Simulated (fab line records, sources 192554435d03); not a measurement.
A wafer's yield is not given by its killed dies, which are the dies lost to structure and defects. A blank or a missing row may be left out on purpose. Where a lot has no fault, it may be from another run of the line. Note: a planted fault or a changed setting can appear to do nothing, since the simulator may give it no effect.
fab line records | flow n5_finfet
record: lots: 24 wafers: 72 last_day: 18
route steps=1938 shown BEOL_M0_SAQP@634
lots untouched by any fault: they come from a run of this same line in which no faults occurred
start_h: the number of hours between the record's first day and the start of the first shown wafer of the lot | wait_h: time in hours since the lot's previous step | " repeats the value in the row above | L1.1+2: one row covering several wafers at once | - either no value or no given start | * or withheld: withheld | < > ~ a bound
route shown NAME@n: NAME is a module with steps in the file, n the number in the route of the first one | usual: mean/standard deviation of fault-free wafers | same: alike in all rows | chamber/n: place in a boat | sites: the reading at each site | _std_site: the standard deviation of these | _edge_site: the outer-site mean with the inner-site mean subtracted | radius_mm: how far each site lies from the wafer's centre | mask NAME#n: copy n | behind: the tool/chamber that last shaped the wafer | hold: why the lot was held/for how many hours/how that ended | device: whichever transistor did not switch (one of n, p or np) | end of line: the route-end tests of the same wafers | step lacking rows: just its recipe | killed: dies that structure and defects cost at the first sort, which is not the same as the wafer's yield | map: a wafer's dies, marking killed ones x, the rest . and places with no die _
set.NAME: setting as actually run; set.NAME@STEP: the setting as run at that earlier step | model.NAME: the simulator's own value behind a step, which no gauge read
route steps across a sampled set of lots; one table per step, one row per wafer
services: the hour from which a tool's chamber was out of use, counted from the record's first day as start_h (under 0 if before that day), plus the number of hours and why
== steps ==
step: N5_BEOL_M0_SAQP_HM_DEP_02
recipe: material: TiN target_thk_a: 120 temp_c: 25 chamber_pressure_pa: 0.49996
usual: throttle_valve_pct: 29.3/0.76
columns lot.wafer tool chamber start_h wait_h throttle_valve_pct
L074.4 pvd_sputter-02 - 114.93 1.2 29.7
L074.5 " - " " 28.6
L074.6 " - " " 30.1
L076.2 pvd_sputter-01 - 122.94 0.9 30.9
L076.4 " - " " 27.9
L076.6 " - " " 29.6
L075.2 pvd_sputter-01 - 125.34 0.2 30.5
L075.3 " - " " 31.4
L075.4 " - " " 29.9
L077.3 pvd_sputter-02 - 128.74 0.6 29.0
L077.4 " - " " 28.8
L077.5 " - " " 28.8
L078.3 pvd_sputter-03 - 142.27 2.9 29.4
L078.4 " - " " 29.1
L078.5 " - " " 29.6
L079.1 pvd_sputter-01 - 147.38 1.0 30.0
L079.4 " - " " 31.0
L079.6 " - " " 30.0
L080.1 pvd_sputter-02 - 151.04 1.5 29.1
L080.3 " - " " 29.9
L080.4 " - " " 28.8
L083.2 pvd_sputter-02 - 167.03 0.2 28.8
L083.4 " - " " 28.9
L083.5 " - " " 28.4
L081.2 pvd_sputter-02 - 170.70 0.7 29.3
L081.4 " - " " 28.7
L081.6 " - " " 28.5
L084.2 pvd_sputter-02 - 173.12 0.1 29.7
L084.4 " - " " 28.7
L084.5 " - " " 29.0
L082.1 pvd_sputter-03 - 177.31 1.2 28.6
L082.4 " - " " 29.5
L082.6 " - " " 29.2
L085.2 pvd_sputter-03 - 180.75 1.1 29.0
L085.4 " - " " 29.4
L085.6 " - " " 28.9
L086.4 pvd_sputter-02 - 183.03 0.4 28.8
L086.5 " - " " 28.6
L086.6 " - " " 29.1
L087.4 pvd_sputter-02 - 191.82 1.4 28.9
L087.5 " - " " 28.6
L087.6 " - " " 29.8
L088.1 pvd_sputter-02 - 193.72 0.2 28.9
L088.2 " - " " 28.6
L088.6 " - " " 30.1
L089.1 pvd_sputter-02 - 197.75 0.3 28.7
L089.3 " - " " 29.6
L089.5 " - " " 28.5
L090.2 pvd_sputter-03 - 203.72 1.1 29.3
L090.3 " - " " 28.8
L090.4 " - " " 29.4
L091.1 pvd_sputter-02 - 206.64 0.6 28.9
L091.5 " - " " 29.3
L091.6 " - " " 28.9
L092.1 pvd_sputter-01 - 214.87 0.6 30.7
L092.3 " - " " 29.9
L092.6 " - " " 31.7
L093.1 pvd_sputter-03 - 226.31 2.0 29.6
L093.3 " - " " 28.7
L093.5 " - " " 28.9
L094.1 pvd_sputter-02 - 230.54 1.3 29.7
L094.2 " - " " 29.0
L094.5 " - " " 29.1
L095.3 pvd_sputter-02 - 234.38 1.0 28.4
L095.5 " - " " 29.7
L095.6 " - " " 29.1
L096.1 pvd_sputter-02 - 244.33 0.5 29.9
L096.3 " - " " 29.3
L096.5 " - " " 28.5
L097.2 pvd_sputter-03 - 252.25 1.4 29.2
L097.3 " - " " 29.5
L097.4 " - " " 29.2
step: N5_BEOL_M0_SAQP_CD_MEAS_14
recipe: target_cd_nm: 42.5 landing_energy_ev: 500 detector: se_inlens
usual: cd_nm: 42.4/0.34
columns lot.wafer tool chamber start_h wait_h cd_nm
L074.4 cd_sem-02 0 115.75 - 42.8
L074.5 " 0 " " 42.7
L074.6 " 0 " " 43.2
L076.2 cd_sem-03 0 123.63 - 42.6
L076.4 " 0 " " 41.9
L076.6 " 0 " " 42.9
L075.2 cd_sem-02 0 126.03 - 42.6
L075.3 " 0 " " 42.5
L075.4 " 0 " " 42.4
L077.3 cd_sem-03 0 129.57 - 42.6
L077.4 " 0 " " 41.9
L077.5 " 0 " " 42.5
L078.3 cd_sem-02 0 142.96 - 42.0
L078.4 " 0 " " 42.1
L078.5 " 0 " " 41.9
L079.1 cd_sem-01 0 148.07 - 42.1
L079.4 " 0 " " 42.8
L079.6 " 0 " " 42.8
L080.1 cd_sem-01 0 151.86 - 42.4
L080.3 " 0 " " 41.9
L080.4 " 0 " " 42.2
L083.2 cd_sem-03 0 167.86 - 42.7
L083.4 " 0 " " 42.7
L083.5 " 0 " " 42.4
L081.2 cd_sem-03 0 171.52 - 42.5
L081.4 " 0 " " 42.1
L081.6 " 0 " " 42.5
L084.2 cd_sem-03 0 173.81 - 42.1
L084.4 " 0 " " 42.4
L084.5 " 0 " " 42.1
L082.1 cd_sem-03 0 178.12 - 42.7
L082.4 " 0 " " 42.7
L082.6 " 0 " " 42.2
L085.2 cd_sem-02 0 181.45 - 42.3
L085.4 " 0 " " 42.7
L085.6 " 0 " " 42.6
L086.4 cd_sem-02 0 183.74 - 42.5
L086.5 " 0 " " 42.4
L086.6 " 0 " " 42.5
L087.4 cd_sem-02 0 192.64 - 41.9
L087.5 " 0 " " 42.0
L087.6 " 0 " " 42.1
L088.1 cd_sem-02 0 194.53 - 42.6
L088.2 " 0 " " 43.0
L088.6 " 0 " " 42.3
L089.1 cd_sem-03 0 198.57 - 42.2
L089.3 " 0 " " 42.4
L089.5 " 0 " " 42.6
L090.2 cd_sem-03 0 204.41 - 41.6
L090.3 " 0 " " 42.5
L090.4 " 0 " " 42.2
L091.1 cd_sem-01 0 207.45 - 42.3
L091.5 " 0 " " 42.0
L091.6 " 0 " " 42.6
L092.1 cd_sem-01 0 215.56 - 42.4
L092.3 " 0 " " 42.3
L092.6 " 0 " " 42.3
L093.1 cd_sem-03 0 227.13 - 41.8
L093.3 " 0 " " 41.9
L093.5 " 0 " " 41.8
L094.1 cd_sem-03 0 231.23 - 42.3
L094.2 " 0 " " 42.4
L094.5 " 0 " " 42.0
L095.3 cd_sem-02 0 235.08 - 41.8
L095.5 " 0 " " 42.1
L095.6 " 0 " " 42.7
L096.1 cd_sem-02 0 245.23 - 42.2
L096.3 " 0 " " 42.3
L096.5 " 0 " " 42.1
L097.2 cd_sem-03 0 253.08 - 42.5
L097.3 " 0 " " 42.9
L097.4 " 0 " " 42.4
step: N5_BEOL_M0_SAQP_SPACER1_ETCHBACK_99
recipe: chemistry: CHF3/O2 mode: anisotropic_etchback target: SiO2 target_depth_a: 154 time_s: 7.7 pressure_mtorr: 30 source_w: 650 bias_w: 170 Ar_flow_sccm: 200 CHF3_flow_sccm: 50 O2_flow_sccm: 5 ion_energy_ev: 200
usual: CHF3_flow_sccm: 50.01/0.14 drypump_motor_current_A: 5.7/0.4 oes_product_au: 0.78/0.08 rf_vpp_V: 521/12 showerhead_plenum_p_Torr: 2.41/0.085 throttle_valve_pct: 18.92/0.24
columns lot.wafer tool chamber start_h wait_h CHF3_flow_sccm drypump_motor_current_A oes_product_au rf_hours_counter_h rf_vpp_V showerhead_plenum_p_Torr throttle_valve_pct
L074.4 rie_diel-03 0 117.46 0.3 49.68 5.8 0.84 68 513 2.53 18.88
L074.5 " 3 " " 50.02 5.7 0.69 - 542 2.47 18.99
L074.6 " 0 " " 49.86 5.9 0.84 - 511 2.53 18.89
L076.2 rie_diel-04 0 125.16 0.3 50.22 5.1 0.75 144 506 2.31 19.10
L076.4 " 1 " " 50.07 5.2 0.84 77 512 2.45 19.13
L076.6 " 2 " " 49.98 6.1 0.71 - 517 2.40 19.16
L075.2 rie_diel-04 3 127.72 0.3 50.17 5.9 0.97 4 536 2.55 18.47
L075.3 " 0 " " 50.03 5.1 0.75 145 507 2.31 19.09
L075.4 " 2 " " 49.98 6.1 0.70 208 518 2.40 19.14
L077.3 rie_diel-05 2 131.63 0.3 50.07 6.3 0.75 151 523 2.42 18.74
L077.4 " 3 " " 50.34 6.1 0.74 171 550 2.50 19.05
L077.5 " 3 " " 50.14 6.1 0.74 - 550 2.50 19.07
L078.3 rie_diel-03 2 144.47 0.3 50.00 5.9 0.72 217 512 2.30 18.94
L078.4 " 0 " " 50.10 5.8 0.84 - 510 2.53 18.90
L078.5 " 2 " " 50.08 5.8 0.72 - 511 2.30 18.93
L079.1 rie_diel-04 0 149.53 0.3 49.96 5.2 0.74 152 506 2.30 19.10
L079.4 " 1 " " 49.98 5.2 0.83 84 514 2.45 19.15
L079.6 " 0 " " 49.71 5.1 0.74 - 507 2.30 19.09
L080.1 rie_diel-03 2 153.32 0.3 49.95 5.8 0.72 221 511 2.30 18.94
L080.3 " 3 " " 49.79 5.7 0.96 2 541 2.47 18.63
L080.4 " 0 " " 49.90 5.9 0.83 81 511 2.53 18.91
L083.2 rie_diel-04 2 170.66 0.4 50.01 6.1 0.68 221 518 2.39 19.18
L083.4 " 1 " " 50.03 5.2 0.82 91 514 2.45 19.18
L083.5 " 0 " " 50.01 5.1 0.73 - 507 2.30 19.12
L081.2 rie_diel-05 3 174.79 0.3 50.00 6.1 0.73 184 550 2.49 19.07
L081.4 " 0 " " 49.76 6.3 0.71 211 534 2.30 19.00
L081.6 " 2 " " 49.69 6.3 0.76 - 522 2.41 18.77
L084.2 rie_diel-04 0 175.50 0.3 50.14 5.1 0.74 161 506 2.30 19.10
L084.4 " 3 " " 50.01 5.9 0.93 20 536 2.55 18.50
L084.5 " 1 " " 50.07 5.2 0.82 - 514 2.45 19.17
L082.1 rie_diel-05 1 179.73 0.3 50.07 5.9 0.75 179 512 2.39 19.04
L082.4 " 3 " " 49.90 6.1 0.73 186 549 2.49 19.06
L082.6 " 1 " " 50.05 5.9 0.75 - 512 2.39 19.05
L085.2 rie_diel-04 0 183.04 0.4 50.17 5.2 0.73 164 507 2.30 19.12
L085.4 " 3 " " 50.04 5.9 0.91 23 536 2.55 18.50
L085.6 " 3 " " 49.79 5.9 0.92 - 536 2.55 18.48
L086.4 rie_diel-04 2 186.31 0.3 49.95 6.1 0.69 226 518 2.39 19.20
L086.5 " 3 " " 50.02 5.9 0.91 - 536 2.55 18.49
L086.6 " 2 " " 50.12 6.1 0.69 - 518 2.39 19.17
L087.4 rie_diel-03 2 194.70 0.3 50.08 5.8 0.71 233 513 2.29 18.96
L087.5 " 2 " " 49.78 5.8 0.71 - 511 2.29 18.96
L087.6 " 1 " " 50.06 5.1 0.80 - 517 2.36 18.66
L088.1 rie_diel-03 3 195.99 0.3 50.27 5.6 0.92 14 540 2.46 18.64
L088.2 " 0 " " 50.05 5.9 0.82 94 510 2.52 18.93
L088.6 " 0 " " 49.86 5.9 0.82 - 511 2.52 18.94
L089.1 rie_diel-05 2 200.03 0.3 50.08 6.3 0.74 172 522 2.41 18.79
L089.3 " 0 " " 49.85 6.3 0.70 219 534 2.30 19.00
L089.5 " 1 " " 50.11 5.8 0.74 - 512 2.39 19.05
L090.2 rie_diel-03 0 206.24 0.5 50.05 5.9 0.81 98 511 2.52 18.93
L090.3 " 3 " " 50.18 5.7 0.90 18 541 2.46 18.64
L090.4 " 1 " " 50.19 5.2 0.80 88 515 2.35 18.65
L091.1 rie_diel-05 1 208.91 0.3 50.07 5.8 0.75 188 511 2.38 19.06
L091.5 " 2 " " 49.96 6.3 0.74 - 521 2.41 18.78
L091.6 " 1 " " 50.02 5.8 0.74 - 513 2.38 19.05
L092.1 rie_diel-04 1 217.02 0.3 50.08 5.3 0.81 107 511 2.44 19.21
L092.3 " 3 " " 50.25 5.9 0.89 32 535 2.54 18.50
L092.6 " 2 " " 50.14 6.1 0.68 - 518 2.38 19.21
L093.1 rie_diel-04 1 228.94 0.3 49.98 5.2 0.80 111 512 2.44 19.19
L093.3 " 2 " " 50.00 6.1 0.68 242 516 2.38 19.22
L093.5 " 2 " " 49.89 6.1 0.68 - 518 2.38 19.22
L094.1 rie_diel-03 2 232.96 0.3 49.82 5.9 0.71 244 512 2.29 18.97
L094.2 " 3 " " 50.01 5.6 0.88 26 541 2.46 18.66
L094.5 " 3 " " 50.11 5.6 0.88 - 541 2.46 18.67
L095.3 rie_diel-04 3 236.99 0.4 50.12 5.9 0.89 38 535 2.54 18.52
L095.5 " 0 " " 50.09 5.1 0.71 - 506 2.29 19.15
L095.6 " 1 " " 50.23 5.2 0.80 - 514 2.44 19.20
L096.1 rie_diel-04 0 246.86 0.3 49.86 5.2 0.72 183 507 2.29 19.15
L096.3 " 3 " " 50.05 5.9 0.89 41 535 2.54 18.51
L096.5 " 1 " " 49.85 5.2 0.80 - 513 2.44 19.23
L097.2 rie_diel-03 0 254.56 0.3 49.97 5.8 0.80 112 510 2.52 18.96
L097.3 " 3 " " 50.27 5.7 0.88 33 542 2.46 18.69
L097.4 " 0 " " 49.86 5.8 0.80 - 510 2.52 18.96
step: N5_BEOL_M0_SAQP_ETCH_106
recipe: chemistry: N2/H2 target: SOC target_depth_a: 1500 stop_on: SiNx ion_energy_ev: 100 bias_w: 61 pressure_mtorr: 30 source_w: 850 n2_flow_sccm: 200 h2_flow_sccm: 200
usual: drypump_motor_current_A: 5.8/0.43 oes_product_au: 0.77/0.078 rf_vpp_V: 240.6/1.5 showerhead_plenum_p_Torr: 2.53/0.093 throttle_valve_pct: 17.86/0.24
columns lot.wafer tool chamber start_h wait_h drypump_motor_current_A oes_product_au rf_hours_counter_h rf_vpp_V showerhead_plenum_p_Torr throttle_valve_pct
L074.4 rie_diel-04 1 118.44 - 5.2 0.82 75 240.7 2.56 17.91
L074.5 " 3 " " 5.9 0.99 - 242.1 2.70 17.33
L074.6 " 0 " " 5.1 0.75 - 239.2 2.44 18.03
L076.2 rie_diel-04 0 126.09 - 5.1 0.75 144 239.5 2.44 18.03
L076.4 " 1 " " 5.2 0.83 77 240.4 2.56 17.94
L076.6 " 2 " " 6.1 0.69 - 240.9 2.51 17.95
L075.2 rie_diel-04 1 128.63 - 5.2 0.82 77 241.5 2.56 17.95
L075.3 " 3 " " 5.9 0.96 4 242.4 2.70 17.34
L075.4 " 0 " " 5.1 0.75 145 238.0 2.44 18.02
L077.3 rie_diel-05 3 132.63 - 6.1 0.73 171 242.5 2.63 18.00
L077.4 " 2 " " 6.3 0.75 151 241.2 2.54 17.71
L077.5 " 0 " " 6.3 0.71 - 241.1 2.42 17.91
L078.3 rie_diel-05 0 145.44 - 6.4 0.70 202 239.4 2.42 17.93
L078.4 " 2 " " 6.3 0.75 155 242.2 2.54 17.71
L078.5 " 2 " " 6.3 0.75 - 239.8 2.54 17.70
L079.1 rie_diel-04 3 150.45 - 5.9 0.93 12 243.8 2.70 17.35
L079.4 " 0 " " 5.1 0.74 153 240.9 2.43 18.03
L079.6 " 2 " " 6.1 0.69 - 241.2 2.51 17.99
L080.1 rie_diel-05 3 154.40 - 6.1 0.73 178 240.7 2.63 17.99
L080.3 " 1 " " 5.8 0.76 172 240.4 2.55 18.09
L080.4 " 0 " " 6.3 0.70 205 237.9 2.42 17.94
L083.2 rie_diel-04 2 171.90 - 6.1 0.69 222 239.5 2.51 17.99
L083.4 " 3 " " 5.9 0.91 19 243.0 2.69 17.34
L083.5 " 1 " " 5.2 0.81 - 240.3 2.56 17.96
L081.2 rie_diel-03 1 175.70 - 5.1 0.80 77 239.5 2.47 17.46
L081.4 " 2 " " 5.8 0.72 227 239.5 2.40 17.75
L081.6 " 3 " " 5.7 0.92 - 241.5 2.61 17.53
L084.2 rie_diel-03 1 176.41 - 5.1 0.80 78 239.1 2.47 17.49
L084.4 " 3 " " 5.7 0.92 8 242.5 2.61 17.54
L084.5 " 2 " " 5.8 0.72 - 238.4 2.40 17.75
L082.1 rie_diel-04 3 180.63 - 5.9 0.91 22 240.9 2.69 17.38
L082.4 " 0 " " 5.1 0.73 163 240.5 2.43 18.04
L082.6 " 0 " " 5.1 0.73 - 239.3 2.43 18.05
L085.2 rie_diel-04 0 183.95 - 5.2 0.73 164 240.5 2.43 18.04
L085.4 " 2 " " 6.1 0.69 226 240.9 2.50 18.00
L085.6 " 3 " " 5.9 0.91 - 242.4 2.69 17.37
L086.4 rie_diel-05 3 187.33 - 6.1 0.71 188 239.5 2.62 18.00
L086.5 " 1 " " 5.8 0.74 - 241.9 2.54 18.11
L086.6 " 0 " " 6.3 0.69 - 238.2 2.41 17.94
L087.4 rie_diel-04 2 195.63 - 6.1 0.68 - 240.1 2.50 18.00
L087.5 " 1 " " 5.2 0.80 - 239.6 2.55 17.98
L087.6 " 0 " " 5.2 0.73 - 240.5 2.43 18.07
L088.1 rie_diel-05 3 196.89 - 6.1 0.71 191 242.7 2.62 18.02
L088.2 " 2 " " 6.3 0.74 171 240.0 2.53 17.73
L088.6 " 0 " " 6.3 0.69 - 239.9 2.41 17.96
L089.1 rie_diel-05 1 201.19 - 5.8 0.74 186 240.8 2.54 18.14
L089.3 " 0 " " 6.3 0.69 219 238.8 2.41 17.97
L089.5 " 2 " " 6.3 0.74 - 239.7 2.53 17.73
L090.2 rie_diel-04 2 207.20 - 6.2 0.68 234 241.1 2.50 18.02
L090.3 " 3 " " 5.9 0.89 30 243.4 2.69 17.38
L090.4 " 0 " " 5.2 0.72 173 238.9 2.43 18.07
L091.1 rie_diel-03 3 209.99 - 5.7 0.90 19 242.0 2.61 17.56
L091.5 " 3 " " 5.7 0.89 - 241.6 2.61 17.56
L091.6 " 0 " " 5.9 0.80 - 241.8 2.70 17.99
L092.1 rie_diel-04 2 217.92 - 6.1 0.68 238 240.4 2.50 18.03
L092.3 " 3 " " 5.9 0.89 33 242.8 2.69 17.38
L092.6 " 1 " " 5.2 0.79 - 241.4 2.55 17.99
L093.1 rie_diel-05 3 229.84 - 6.1 0.70 201 240.2 2.62 18.05
L093.3 " 0 " " 6.4 0.69 227 237.4 2.41 17.98
L093.5 " 2 " " 6.3 0.73 - 242.0 2.53 17.75
L094.1 rie_diel-04 3 233.97 - 5.9 0.89 37 244.2 2.68 17.39
L094.2 " 0 " " 5.1 0.71 181 239.4 2.42 18.08
L094.5 " 0 " " 5.2 0.72 - 238.8 2.42 18.08
L095.3 rie_diel-03 3 237.90 - 5.7 0.88 27 240.4 2.61 17.58
L095.5 " 1 " " 5.2 0.78 - 238.4 2.46 17.50
L095.6 " 2 " " 5.8 0.70 - 238.1 2.39 17.81
L096.1 rie_diel-04 2 247.76 - 6.1 0.67 248 239.9 2.49 18.04
L096.3 " 1 " " 5.3 0.78 116 241.6 2.55 18.01
L096.5 " 2 " " 6.1 0.67 - 239.6 2.49 18.04
L097.2 rie_diel-05 0 255.46 - 6.4 0.68 234 238.0 2.41 17.99
L097.3 " 2 " " 6.3 0.72 189 240.5 2.52 17.77
L097.4 " 1 " " 5.9 0.73 201 241.1 2.53 18.14
step: N5_BEOL_M0_SAQP_RECESS_109
recipe: chemistry: HF/NH3 target: SiO2 target_depth_a: 30 afs_cycles: 1 temp_c: 30 sublimation_temp_c: 180 sublimation_time_s: 60
usual: drypump_motor_current_A: 5.7/0.38
columns lot.wafer tool chamber start_h wait_h drypump_motor_current_A
L074.4 vapor_etch-01 1 118.64 0.1 5.2
L074.5 " 1 " " 5.2
L074.6 " 0 " " 6.0
L076.2 vapor_etch-02 1 126.25 0.0 6.1
L076.4 " 0 " " 5.5
L076.6 " 1 " " 6.1
L075.2 vapor_etch-01 0 128.79 0.0 6.0
L075.3 " 0 " " 6.0
L075.4 " 1 " " 5.2
L077.3 vapor_etch-01 1 133.18 0.4 5.2
L077.4 " 0 " " 6.0
L077.5 " 0 " " 6.0
L078.3 vapor_etch-02 0 145.64 0.1 5.4
L078.4 " 1 " " 6.1
L078.5 " 1 " " 6.1
L079.1 vapor_etch-01 1 150.61 0.0 5.2
L079.4 " 0 " " 6.0
L079.6 " 0 " " 6.0
L080.1 vapor_etch-01 1 154.56 0.0 5.2
L080.3 " 0 " " 6.0
L080.4 " 1 " " 5.2
L083.2 vapor_etch-01 0 172.06 0.0 6.0
L083.4 " 0 " " 6.0
L083.5 " 1 " " 5.2
L081.2 vapor_etch-02 0 175.86 0.0 5.4
L081.4 " 0 " " 5.4
L081.6 " 0 " " 5.5
L084.2 vapor_etch-02 1 176.58 0.0 6.1
L084.4 " 0 " " 5.4
L084.5 " 0 " " 5.4
L082.1 vapor_etch-02 0 180.79 0.0 5.4
L082.4 " 0 " " 5.5
L082.6 " 1 " " 6.1
L085.2 vapor_etch-01 0 184.11 0.0 6.0
L085.4 " 0 " " 6.0
L085.6 " 1 " " 5.2
L086.4 vapor_etch-02 1 187.53 0.1 6.1
L086.5 " 1 " " 6.1
L086.6 " 0 " " 5.4
L087.4 vapor_etch-02 0 195.80 0.1 5.4
L087.5 " 1 " " 6.1
L087.6 " 0 " " 5.4
L088.1 vapor_etch-01 0 197.05 0.0 6.0
L088.2 " 1 " " 5.2
L088.6 " 1 " " 5.2
L089.1 vapor_etch-01 0 201.35 0.0 6.0
L089.3 " 1 " " 5.2
L089.5 " 0 " " 6.0
L090.2 vapor_etch-02 0 207.37 0.0 5.5
L090.3 " 1 " " 6.1
L090.4 " 0 " " 5.5
L091.1 vapor_etch-01 1 210.15 0.0 5.2
L091.5 " 1 " " 5.2
L091.6 " 0 " " 6.0
L092.1 vapor_etch-02 0 218.08 0.0 5.4
L092.3 " 0 " " 5.4
L092.6 " 0 " " 5.4
L093.1 vapor_etch-02 1 230.00 0.0 6.1
L093.3 " 1 " " 6.1
L093.5 " 1 " " 6.1
L094.1 vapor_etch-01 1 234.13 0.0 5.2
L094.2 " 0 " " 6.0
L094.5 " 0 " " 6.0
L095.3 vapor_etch-01 0 238.10 0.1 6.0
L095.5 " 1 " " 5.2
L095.6 " 0 " " 6.0
L096.1 vapor_etch-01 0 247.93 0.0 6.0
L096.3 " 0 " " 6.0
L096.5 " 1 " " 5.2
L097.2 vapor_etch-02 1 255.62 0.0 6.1
L097.3 " 0 " " 5.4
L097.4 " 1 " " 6.1
step: N5_BEOL_M0_SAQP_SPACER2_ETCHBACK_27
recipe: chemistry: CHF3/O2 mode: anisotropic_etchback target: SiO2 target_depth_a: 225 time_s: 11.25 pressure_mtorr: 30 source_w: 650 bias_w: 170 Ar_flow_sccm: 200 CHF3_flow_sccm: 50 O2_flow_sccm: 5 ion_energy_ev: 200
usual: CHF3_flow_sccm: 49.99/0.15 drypump_motor_current_A: 5.8/0.43 oes_product_au: 0.77/0.076 rf_vpp_V: 522/14 showerhead_plenum_p_Torr: 2.40/0.084 throttle_valve_pct: 18.95/0.23
columns lot.wafer tool chamber start_h wait_h CHF3_flow_sccm drypump_motor_current_A oes_product_au rf_hours_counter_h rf_vpp_V showerhead_plenum_p_Torr throttle_valve_pct
L074.4 rie_diel-04 1 119.29 0.3 49.93 5.3 0.83 75 513 2.45 19.14
L074.5 " 1 " " 49.71 5.3 0.84 - 512 2.45 19.14
L074.6 " 2 " " 49.87 6.1 0.70 - 517 2.40 19.16
L076.2 rie_diel-04 0 126.95 0.3 49.89 5.1 0.75 145 509 2.30 19.09
L076.4 " 1 " " 50.20 5.2 0.84 77 514 2.45 19.16
L076.6 " 3 " " 49.97 5.9 0.98 - 536 2.55 18.46
L075.2 rie_diel-05 3 131.18 0.3 49.99 6.1 0.73 171 549 2.50 19.04
L075.3 " 0 " " 50.16 6.3 0.71 198 533 2.30 18.96
L075.4 " 1 " " 50.06 5.8 0.76 165 511 2.39 19.02
L077.3 rie_diel-05 2 133.88 0.3 50.13 6.3 0.77 152 522 2.41 18.74
L077.4 " 3 " " 49.78 6.1 0.74 172 549 2.50 19.06
L077.5 " 3 " " 49.86 6.1 0.74 - 551 2.50 19.06
L078.3 rie_diel-03 0 146.37 0.3 49.97 5.9 0.83 78 511 2.53 18.90
L078.4 " 1 " " 50.23 5.1 0.82 - 517 2.36 18.62
L078.5 " 2 " " 49.83 5.8 0.72 - 513 2.30 18.94
L079.1 rie_diel-04 1 151.38 0.4 49.96 5.2 0.83 84 512 2.45 19.17
L079.4 " 3 " " 49.92 5.9 0.95 12 534 2.55 18.47
L079.6 " 2 " " 50.02 6.1 0.70 - 517 2.39 19.16
L080.1 rie_diel-03 2 155.26 0.3 49.90 5.8 0.71 222 512 2.30 18.96
L080.3 " 1 " " 50.23 5.1 0.81 73 515 2.36 18.62
L080.4 " 3 " " 50.05 5.6 0.94 3 540 2.47 18.61
L083.2 rie_diel-05 2 172.75 0.3 50.09 6.3 0.75 164 522 2.41 18.76
L083.4 " 0 " " 50.02 6.3 0.71 210 534 2.30 18.98
L083.5 " 1 " " 50.16 5.8 0.75 - 511 2.39 19.04
L081.2 rie_diel-03 1 176.55 0.3 50.25 5.1 0.82 78 517 2.36 18.64
L081.4 " 0 " " 49.74 5.9 0.82 87 511 2.53 18.93
L081.6 " 1 " " 49.97 5.1 0.81 - 518 2.36 18.62
L084.2 rie_diel-04 3 177.27 0.3 50.06 5.9 0.93 21 536 2.55 18.50
L084.4 " 0 " " 49.60 5.1 0.74 162 506 2.30 19.12
L084.5 " 3 " " 50.14 5.9 0.93 - 535 2.55 18.49
L082.1 rie_diel-04 1 181.48 0.3 49.89 5.2 0.83 95 514 2.44 19.18
L082.4 " 0 " " 50.23 5.1 0.74 163 507 2.30 19.12
L082.6 " 0 " " 50.07 5.2 0.73 - 507 2.30 19.12
L085.2 rie_diel-03 2 186.06 0.3 49.74 5.8 0.72 230 511 2.30 18.96
L085.4 " 1 " " 50.23 5.1 0.80 81 518 2.36 18.64
L085.6 " 2 " " 50.02 5.8 0.71 - 512 2.30 18.95
L086.4 rie_diel-05 1 188.24 0.3 49.95 5.9 0.75 181 513 2.39 19.04
L086.5 " 3 " " 49.96 6.1 0.73 - 549 2.49 19.10
L086.6 " 0 " " 49.95 6.3 0.70 - 534 2.30 19.00
L087.4 rie_diel-04 2 196.55 0.4 49.92 6.2 0.69 - 516 2.39 19.19
L087.5 " 1 " " 49.91 5.2 0.81 - 513 2.44 19.17
L087.6 " 0 " " 49.93 5.1 0.74 - 507 2.30 19.13
L088.1 rie_diel-04 1 197.74 0.3 49.78 5.2 0.81 101 512 2.44 19.17
L088.2 " 2 " " 50.04 6.1 0.69 231 517 2.39 19.20
L088.6 " 0 " " 49.89 5.2 0.73 - 506 2.30 19.12
L089.1 rie_diel-04 2 202.04 0.3 50.13 6.1 0.68 233 516 2.39 19.20
L089.3 " 0 " " 50.17 5.1 0.73 171 507 2.29 19.13
L089.5 " 3 " " 50.15 5.9 0.92 - 536 2.54 18.50
L090.2 rie_diel-05 3 208.07 0.3 50.46 6.1 0.72 195 550 2.49 19.10
L090.3 " 2 " " 49.95 6.3 0.73 175 522 2.41 18.77
L090.4 " 1 " " 49.84 5.8 0.74 188 513 2.38 19.05
L091.1 rie_diel-03 0 210.99 0.4 49.91 5.9 0.82 100 510 2.52 18.94
L091.5 " 3 " " 49.68 5.6 0.89 - 542 2.46 18.64
L091.6 " 2 " " 50.13 5.8 0.71 - 512 2.29 18.97
L092.1 rie_diel-04 3 218.85 0.4 50.04 5.9 0.89 33 535 2.54 18.51
L092.3 " 1 " " 49.80 5.2 0.80 107 515 2.44 19.20
L092.6 " 3 " " 49.81 5.9 0.89 - 535 2.54 18.51
L093.1 rie_diel-05 1 232.50 0.3 50.49 5.9 0.74 194 511 2.38 19.06
L093.3 " 3 " " 50.01 6.1 0.70 202 550 2.48 19.10
L093.5 " 2 " " 50.19 6.3 0.73 - 521 2.40 18.80
L094.1 rie_diel-05 3 235.65 0.3 50.01 6.1 0.71 204 551 2.48 19.11
L094.2 " 1 " " 49.87 5.8 0.75 195 511 2.38 19.06
L094.5 " 1 " " 50.02 5.8 0.74 - 511 2.38 19.07
L095.3 rie_diel-04 1 238.75 0.3 50.26 5.2 0.80 114 512 2.44 19.20
L095.5 " 2 " " 49.83 6.1 0.68 - 517 2.38 19.22
L095.6 " 3 " " 49.94 5.9 0.90 - 536 2.54 18.52
L096.1 rie_diel-05 1 248.62 0.3 49.87 5.9 0.73 199 512 2.38 19.07
L096.3 " 2 " " 50.21 6.3 0.73 188 523 2.40 18.80
L096.5 " 2 " " 50.02 6.3 0.73 - 522 2.40 18.80
L097.2 rie_diel-05 1 256.50 0.4 50.02 5.8 0.74 201 512 2.38 19.09
L097.3 " 3 " " 49.98 6.1 0.70 210 549 2.48 19.11
L097.4 " 2 " " 50.09 6.3 0.73 190 522 2.40 18.80
== services ==
columns tool chamber start_h hours kind
rie_diel-03 - 96.86 14.6 pm
rie_diel-04 3 99.76 - clean
rie_diel-04 3 99.76 - consumable_replace:focus_ring
rie_diel-04 3 99.76 - consumable_replace:showerhead
rie_diel-04 3 99.76 17.5 scheduled_down
rie_diel-04 3 99.76 17.5 vent_cycle
rie_diel-03 3 129.20 - clean
rie_diel-03 3 129.20 - consumable_replace:focus_ring
rie_diel-03 3 129.20 19.4 scheduled_down
rie_diel-03 3 129.20 19.4 vent_cycle
rie_diel-03 1 132.78 6.3 repair
rie_diel-04 2 157.27 4.0 repair
pvd_sputter-03 - 160.97 3.8 repair
rie_diel-03 - 163.67 4.3 pm
rie_diel-04 3 192.54 5.8 repair
pvd_sputter-01 - 196.31 1.0 repair
rie_diel-03 0 213.96 5.6 repair
vapor_etch-01 - 222.08 2.8 pm
rie_diel-05 - 227.00 2.8 pm
vapor_etch-02 - 232.98 2.5 repair
rie_diel-04 0 237.79 3.5 repair
rie_diel-04 1 248.31 9.3 repair
rie_diel-03 2 249.73 7.8 repair
== key ==
fault none
